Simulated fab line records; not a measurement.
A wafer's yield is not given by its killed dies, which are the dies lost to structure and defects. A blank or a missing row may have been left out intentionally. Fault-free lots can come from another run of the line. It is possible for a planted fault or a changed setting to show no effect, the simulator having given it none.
fab line records ; flow n5-finfet
[record] lots = 9; wafers = 27; last-day = 21
route steps=1938 shown HKMG_FIN@445 GATE_CUT@467 BEOL_M4@1111
lots that met no fault: from a run of the same line without faults
start-h: start of the lot's first displayed wafer, in hours after the record's first day ; wait-h: time in hours since the lot's previous step ; " repeats the value in the row above ; L1.1+2: one row covering several wafers at once ; - no value, or no start was given ; * or withheld: withheld ; < > ~ a bound
route shown NAME@n: names a module that has steps shown in the file, with the first one's number in the route ; usual: mean/standard deviation of fault-free wafers ; same: alike in all rows ; chamber/n: place in a boat ; sites: per-site readings ; _std_site: the standard deviation of these ; _edge_site: mean of outer sites minus mean of inner sites ; radius-mm: for every site, how far away it sits from the centre of the wafer ; mask NAME#n: copy n ; behind: the last tool/chamber to shape the wafer ; hold: reason for holding the lot/hours on hold/outcome of the hold ; device: transistor that didn't switch, given as n, p or np ; end of line: the route-end tests of the same wafers ; where a step has no rows: the recipe by itself ; killed: count of dies lost to structure and defects at first sort (not the wafer's yield) ; map: shows each die of a wafer: x if killed, . if not, _ if none is there
set.NAME: setting as actually run; set.NAME@STEP: the setting as run at that earlier step ; model.NAME: the simulator's own value behind a step, which no gauge read
steps of the route over a sample of lots; a table a step, a row a wafer
services: the hour from which a tool's chamber was out of use, counted from the record's first day as start-h (under 0 if before that day), plus the number of hours and why
[[steps]]
[step N5_HKMG_FIN_STRIP_89]
[recipe] chemistry = N2/H2; material = SOC; time-s = 20; power-w = 500; temp-c = 40; pressure-mtorr = 50; rf-frequency-hz = 6e+07; bias-power-w = 8; h2-frac = 0.5; n2-flow-sccm = 300; h2-flow-sccm = 300
[usual] drypump-motor-current-A = 5.67/0.22; oes-product-au = 0.78/0.083; rf-vpp-V = 54.2/0.96; showerhead-plenum-p-Torr = 3.37/0.11; throttle-valve-pct = 19.1/0.34
lot.wafer;tool;chamber;start-h;wait-h;drypump-motor-current-A;oes-product-au;rf-hours-counter-h;rf-vpp-V;showerhead-plenum-p-Torr;throttle-valve-pct
L788.1;rie-diel-01;0;74.65;0.0;5.75;0.89;57;51.9;3.28;18.9
L788.4;rie-diel-01;2;74.65;0.0;5.67;0.76;126;53.8;3.38;19.6
L788.6;rie-diel-01;0;74.65;0.0;5.76;0.89;-;53.9;3.28;18.9
L795.3;rie-diel-04;0;118.61;0.0;5.86;0.70;248;52.4;3.29;19.0
L795.5;rie-diel-04;2;118.61;0.0;5.40;0.70;-;55.1;3.49;19.5
L795.6;rie-diel-04;1;118.61;0.0;5.88;0.71;-;54.5;3.32;19.5
L796.3;rie-diel-01;3;121.96;0.0;5.87;0.67;225;54.5;3.32;19.2
L796.4;rie-diel-01;2;121.96;0.0;5.65;0.74;138;53.9;3.38;19.6
L796.6;rie-diel-01;3;121.96;0.0;5.87;0.67;-;54.9;3.32;19.2
L797.2;rie-diel-04;3;127.74;0.0;5.23;0.75;145;56.1;3.50;19.5
L797.3;rie-diel-04;0;127.74;0.0;5.85;0.69;250;53.9;3.29;19.0
L797.6;rie-diel-04;2;127.74;0.0;5.42;0.70;-;53.9;3.48;19.5
L798.1;rie-diel-01;1;138.01;0.0;5.54;0.86;48;55.7;3.55;19.2
L798.4;rie-diel-01;0;138.01;0.0;5.73;0.87;71;54.8;3.27;18.9
L798.5;rie-diel-01;0;138.01;0.0;5.74;0.88;-;53.8;3.27;18.9
L800.2;rie-diel-01;1;148.75;0.0;5.58;0.84;53;56.8;3.54;19.3
L800.3;rie-diel-01;3;148.75;0.0;5.90;0.67;233;54.2;3.32;19.2
L800.4;rie-diel-01;0;148.75;0.0;5.71;0.87;75;54.1;3.27;19.0
L805.3;rie-diel-03;3;178.14;0.0;5.67;0.78;125;53.3;3.21;18.5
L805.4;rie-diel-03;2;178.14;0.0;5.99;0.74;168;55.9;3.48;18.9
L805.5;rie-diel-03;2;178.14;0.0;5.98;0.73;-;54.9;3.48;18.9
L810.1;rie-diel-04;1;208.18;0.0;5.93;0.95;13;54.1;3.31;19.1
L810.2;rie-diel-04;0;208.18;0.0;5.89;0.92;25;53.8;3.27;18.7
L810.5;rie-diel-04;2;208.18;0.0;5.44;0.68;-;54.2;3.46;19.5
L811.4;rie-diel-03;2;215.83;0.0;5.98;0.73;183;54.7;3.47;18.9
L811.5;rie-diel-03;0;215.83;0.0;5.53;0.72;-;54.4;3.29;18.8
L811.6;rie-diel-03;3;215.83;0.0;5.68;0.77;-;54.7;3.20;18.6
[step N5_HKMG_FIN_STRIP_88]
[recipe] chemistry = N2/H2; power-w = 2500; temp-c = 300; h2-frac = 0.65; time-s = 360; pressure-mtorr = withheld; n2-flow-sccm = 1750; h2-flow-sccm = 3250
[usual] drypump-motor-current-A = 6.2/0.36; heater-power-w = 428/22
lot.wafer;tool;chamber;start-h;wait-h;drypump-motor-current-A;heater-power-w;rf-hours-counter-h
L788.1;plasma-asher-01;1;74.84;0.0;5.8;454;92
L788.4;plasma-asher-01;0;74.84;0.0;6.6;421;-
L788.6;plasma-asher-01;0;74.84;0.0;6.6;430;-
L795.3;plasma-asher-01;0;118.91;0.1;6.6;423;-
L795.5;plasma-asher-01;1;118.91;0.1;5.8;447;-
L795.6;plasma-asher-01;0;118.91;0.1;6.6;429;-
L796.3;plasma-asher-02;1;122.27;0.1;6.3;409;-
L796.4;plasma-asher-02;0;122.27;0.1;5.9;410;-
L796.6;plasma-asher-02;0;122.27;0.1;5.9;403;-
L797.2;plasma-asher-01;0;127.94;0.0;6.6;427;102
L797.3;plasma-asher-01;0;127.94;0.0;6.6;427;-
L797.6;plasma-asher-01;0;127.94;0.0;6.6;424;-
L798.1;plasma-asher-01;1;138.20;0.0;5.8;456;103
L798.4;plasma-asher-01;0;138.20;0.0;6.6;432;-
L798.5;plasma-asher-01;1;138.20;0.0;5.7;464;-
L800.2;plasma-asher-02;1;148.94;0.0;6.3;412;44
L800.3;plasma-asher-02;1;148.94;0.0;6.3;391;-
L800.4;plasma-asher-02;0;148.94;0.0;5.9;394;-
L805.3;plasma-asher-01;0;178.45;0.1;6.6;421;-
L805.4;plasma-asher-01;1;178.45;0.1;5.8;459;-
L805.5;plasma-asher-01;1;178.45;0.1;5.8;452;-
L810.1;plasma-asher-02;1;208.37;0.0;6.4;409;60
L810.2;plasma-asher-02;0;208.37;0.0;5.9;401;60
L810.5;plasma-asher-02;1;208.37;0.0;6.4;411;-
L811.4;plasma-asher-01;1;216.15;0.1;5.8;464;-
L811.5;plasma-asher-01;0;216.15;0.1;6.6;426;-
L811.6;plasma-asher-01;1;216.15;0.1;5.8;455;-
[step N5_HKMG_FIN_CMP_23]
[recipe] stop-on = SiNx; t-overpolish-s = 10; post-cmp-clean = rinse-only; down-force-psi = 4; platen-rpm = 50.289; pad-velocity-m-s = 1.0006; target-thk-nm = 46.326
[usual] motor-current-A = 12.3/1; overpolish-run-s = 10.001/0.0097; retaining-ring-pressure-frac = 1.000/0.0045; slurry-filter-dp-kPa = 13.50/0.14; time-to-endpoint-s = 11.5/3
lot.wafer;tool;chamber;start-h;wait-h;motor-current-A;overpolish-run-s;retaining-ring-pressure-frac;slurry-filter-dp-kPa;time-to-endpoint-s
L788.4;cmp-04;3;76.99;0.0;13.5;10.008;0.999;13.84;3.0
L788.1;cmp-04;2;76.99;0.0;12.7;9.996;1.003;13.46;11.4
L788.6;cmp-04;0;76.99;0.0;11.3;9.998;1.004;13.40;5.3
L795.3;cmp-03;2;120.89;0.0;13.8;9.999;1.001;13.64;11.2
L795.6;cmp-03;2;120.89;0.0;14.3;9.982;0.999;13.53;11.9
L795.5;cmp-03;3;120.89;0.0;11.5;9.987;1.005;13.58;12.6
L796.4;cmp-01;3;124.24;0.0;10.6;10.001;1.000;13.63;11.1
L796.3;cmp-01;2;124.24;0.0;11.9;10.008;0.992;13.41;9.2
L796.6;cmp-01;3;124.24;0.0;11.0;9.990;0.998;13.25;12.1
L797.2;cmp-03;1;130.15;0.0;13.1;9.998;0.998;13.44;13.2
L797.3;cmp-03;0;130.15;0.0;12.5;9.985;1.002;13.67;13.2
L797.6;cmp-03;1;130.15;0.0;13.0;9.996;1.001;13.73;14.8
L798.1;cmp-04;0;140.56;0.2;10.8;9.996;1.010;13.29;14.2
L798.4;cmp-04;1;140.56;0.2;11.8;9.987;0.996;13.58;14.8
L798.5;cmp-04;2;140.56;0.2;12.4;9.994;0.999;13.43;16.2
L800.2;cmp-04;2;151.22;0.0;12.9;10.021;0.998;13.53;13.2
L800.3;cmp-04;0;151.22;0.0;11.4;9.977;0.999;13.65;8.0
L800.4;cmp-04;1;151.22;0.0;12.4;9.995;1.000;13.53;15.0
L805.4;cmp-04;3;180.68;0.2;14.1;10.012;1.004;13.50;8.0
L805.3;cmp-04;0;180.68;0.2;11.4;8.492;0.999;13.59;19.7
L805.5;cmp-04;2;180.68;0.2;11.3;10.002;1.002;13.43;14.1
L810.1;cmp-03;1;210.47;0.0;12.7;10.003;0.997;13.43;14.9
L810.2;cmp-03;2;210.47;0.0;12.9;9.996;0.992;13.57;10.0
L810.5;cmp-03;1;210.47;0.0;12.5;9.990;1.002;13.42;12.3
L811.4;cmp-01;1;218.59;0.3;10.8;10.012;0.999;13.35;10.4
L811.6;cmp-01;2;218.59;0.3;11.9;10.024;1.000;13.66;9.9
L811.5;cmp-01;3;218.59;0.3;11.3;9.982;0.999;13.67;13.4
[step N5_GATE_CUT_ETCHBACK_30]
[recipe] chemistry = Cl2/Ar; target = TiN; target-depth-a = 30; mode = isotropic; pressure-mtorr = 10; icp-w = 600; bias-w = 60; Cl2_flow_sccm = 40; Ar_flow_sccm = 60
[usual] drypump-motor-current-A = 6.0/0.41; oes-product-au = 0.77/0.14; throttle-valve-pct = 20.7/0.32
lot.wafer;tool;chamber;start-h;wait-h;drypump-motor-current-A;oes-product-au;rf-hours-counter-h;throttle-valve-pct
L788.1;rie-metal-03;1;77.94;0.1;5.6;0.73;67;20.2
L788.4;rie-metal-03;0;77.94;0.1;6.2;0.59;-;20.8
L788.6;rie-metal-03;1;77.94;0.1;5.6;0.73;-;20.2
L795.3;rie-metal-02;1;121.86;0.0;5.8;0.93;-;20.6
L795.5;rie-metal-02;0;121.86;0.0;6.6;0.61;-;21.0
L795.6;rie-metal-02;1;121.86;0.0;5.7;0.92;-;20.6
L796.3;rie-metal-02;0;125.21;0.0;6.7;0.61;-;21.0
L796.4;rie-metal-02;1;125.21;0.0;5.7;0.92;-;20.6
L796.6;rie-metal-02;1;125.21;0.0;5.7;0.93;-;20.7
L797.2;rie-metal-03;1;131.33;0.1;5.6;0.73;-;20.2
L797.3;rie-metal-03;1;131.33;0.1;5.5;0.73;-;20.2
L797.6;rie-metal-03;1;131.33;0.1;5.6;0.73;-;20.2
L798.1;rie-metal-01;0;141.35;0.1;6.0;0.97;0;20.7
L798.4;rie-metal-01;0;141.35;0.1;6.0;0.97;-;20.7
L798.5;rie-metal-01;0;141.35;0.1;6.0;0.97;-;20.7
L800.2;rie-metal-03;1;152.17;0.1;5.6;0.73;71;20.2
L800.3;rie-metal-03;0;152.17;0.1;6.2;1.01;-;20.6
L800.4;rie-metal-03;1;152.17;0.1;5.6;0.72;-;20.2
L805.3;rie-metal-02;1;181.78;0.1;5.7;0.90;-;20.7
L805.4;rie-metal-02;1;181.78;0.1;5.7;0.89;-;20.7
L805.5;rie-metal-02;1;181.78;0.1;5.7;0.90;-;20.7
L810.1;rie-metal-03;1;211.42;0.1;5.6;0.71;77;20.3
L810.2;rie-metal-03;0;211.42;0.1;6.2;0.93;6;20.6
L810.5;rie-metal-03;1;211.42;0.1;5.6;0.71;-;20.3
L811.4;rie-metal-03;1;219.32;0.0;5.6;0.71;-;20.3
L811.5;rie-metal-03;1;219.32;0.0;5.6;0.70;-;20.3
L811.6;rie-metal-03;0;219.32;0.0;6.2;0.93;-;20.6
[step N5_BEOL_M4_RC_MEAS_101]
[usual] DIBL_N = 36.1/2.3; DIBL_P = 36/3.2; IOFF_N = 0.16/0.045; IOFF_P = 0.21/0.049; ION_N = 674/14; ION_P = 462/8.4; SS_N = 71.6/0.83; SS_P = 73.2/0.87; VT_N = 249/3.8; VT_P = -250/3.4
lot.wafer;tool;chamber;start-h;wait-h;DIBL_N[mV/V];DIBL_P[mV/V];IOFF_N[nA/um];IOFF_P[nA/um];ION_N[uA/um];ION_P[uA/um];SS_N[mV/dec];SS_P[mV/dec];VT_N[mV];VT_P[mV]
L788.1;prober-02;0;236.98;0.3;35.1;34;0.13;0.21;659;461;70.7;72.9;250;-249
L788.4;prober-02;0;236.98;0.3;39.1;39;0.20;0.28;675;466;72.3;73.6;248;-246
L788.6;prober-02;0;236.98;0.3;37.9;37;0.18;0.25;673;465;71.7;73.7;248;-245
L796.3;prober-02;0;286.86;0.3;34.9;34;0.12;0.15;652;444;70.7;71.9;253;-255
L796.4;prober-02;0;286.86;0.3;36.0;36;0.14;0.19;668;456;71.9;73.5;251;-255
L796.6;prober-02;0;286.86;0.3;34.8;33;0.12;0.15;645;439;70.9;72.9;254;-257
L800.2;prober-02;0;297.29;0.2;34.9;35;0.13;0.20;682;472;71.0;73.2;253;-250
L800.3;prober-02;0;297.29;0.2;35.4;33;0.13;0.17;662;458;71.3;72.0;251;-255
L800.4;prober-02;0;297.29;0.2;34.2;33;0.11;0.15;648;444;70.2;72.0;257;-256
L798.1;prober-01;0;303.85;0.0;33.8;34;0.16;0.22;667;462;71.5;73.0;248;-248
L798.4;prober-01;0;303.85;0.0;34.2;34;0.14;0.21;662;460;71.5;72.4;250;-249
L798.5;prober-01;0;303.85;0.0;34.2;34;0.15;0.21;684;474;71.1;73.1;248;-249
L795.3;prober-02;0;311.05;0.3;37.8;38;0.18;0.23;684;470;72.6;73.9;251;-250
L795.5;prober-02;0;311.05;0.3;42.2;44;0.31;0.34;692;471;73.7;76.2;243;-247
L795.6;prober-02;0;311.05;0.3;36.9;37;0.17;0.22;694;468;71.5;73.5;246;-250
L797.2;prober-01;0;313.61;0.2;31.5;30;0.09;0.14;645;446;70.8;72.5;257;-254
L797.3;prober-01;0;313.61;0.2;30.9;30;0.09;0.14;657;456;69.4;71.8;254;-252
L797.6;prober-01;0;313.61;0.2;30.0;29;0.09;0.13;653;455;69.6;71.3;256;-255
L805.3;prober-01;0;355.20;0.3;34.4;36;0.14;0.16;672;458;71.9;72.9;251;-255
L805.4;prober-01;0;355.20;0.3;35.0;37;0.14;0.19;678;466;72.0;73.1;254;-256
L805.5;prober-01;0;355.20;0.3;35.4;37;0.15;0.19;676;465;72.3;73.5;251;-253
L810.1;prober-02;0;364.44;0.0;39.9;39;0.22;0.24;707;474;72.3;74.2;244;-250
L810.2;prober-02;0;364.44;0.0;36.0;34;0.14;0.17;661;450;70.8;73.0;250;-252
L810.5;prober-02;0;364.44;0.0;35.4;33;0.13;0.17;670;460;70.4;72.0;251;-248
L811.4;prober-01;0;394.25;0.5;37.5;39;0.20;0.25;683;463;72.7;73.3;246;-248
L811.5;prober-01;0;394.25;0.5;40.1;42;0.24;0.29;679;461;72.7;74.2;246;-248
L811.6;prober-01;0;394.25;0.5;37.4;38;0.19;0.24;681;466;72.0;73.7;247;-247
[[services]]
tool;chamber;start-h;hours;kind
rie-diel-04;-;50.82;2.8;pm
rie-diel-01;0;54.23;13.5;repair
rie-diel-03;0;56.45;17.9;repair
cmp-01;-;70.35;2.1;repair
cmp-03;-;70.76;1.3;repair
rie-diel-03;3;73.73;36.7;repair
cmp-04;-;93.06;0.5;repair
rie-diel-04;3;94.76;1.6;repair
cmp-01;-;102.15;0.5;repair
rie-diel-01;-;114.20;2.8;pm
rie-diel-03;2;115.16;18.1;repair
cmp-04;-;115.41;4.0;pm
cmp-04;-;126.54;5.1;pm
cmp-01;-;155.52;4.0;repair
plasma-asher-02;-;157.59;1.5;repair
plasma-asher-02;-;170.52;2.0;repair
cmp-04;-;172.27;0.4;repair
cmp-03;-;183.47;7.5;pm
plasma-asher-01;-;191.83;15.6;pm
rie-diel-03;0;206.78;4.0;repair
rie-metal-01;-;210.33;1.8;repair
cmp-01;-;210.51;4.5;pm
cmp-01;-;215.48;1.9;repair
cmp-01;-;219.16;0.4;repair
[[key]]
[first-sign] step = N5_HKMG_FIN_CMP_23; reading = overpolish-run-s; direction = down; sigmas = 99+; usual = 10.001; struck = 8.492
effect none on later readings
met-at N5_HKMG_FIN_CMP_23
struck-lots L805
struck-wafers L805.3
not-acting-at N5_HKMG_FIN_STRIP_89,N5_HKMG_FIN_STRIP_88,N5_GATE_CUT_ETCHBACK_30
onset-between 151.22 180.68
[fault] kind = process-parameter-drift; tool = cmp-04; chamber = -; onset-h = 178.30; steps = N5_HKMG_FIN_CMP_23; channel = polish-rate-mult; offset = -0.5; shape = step; end-h = 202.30; scope = struck-wafers-only
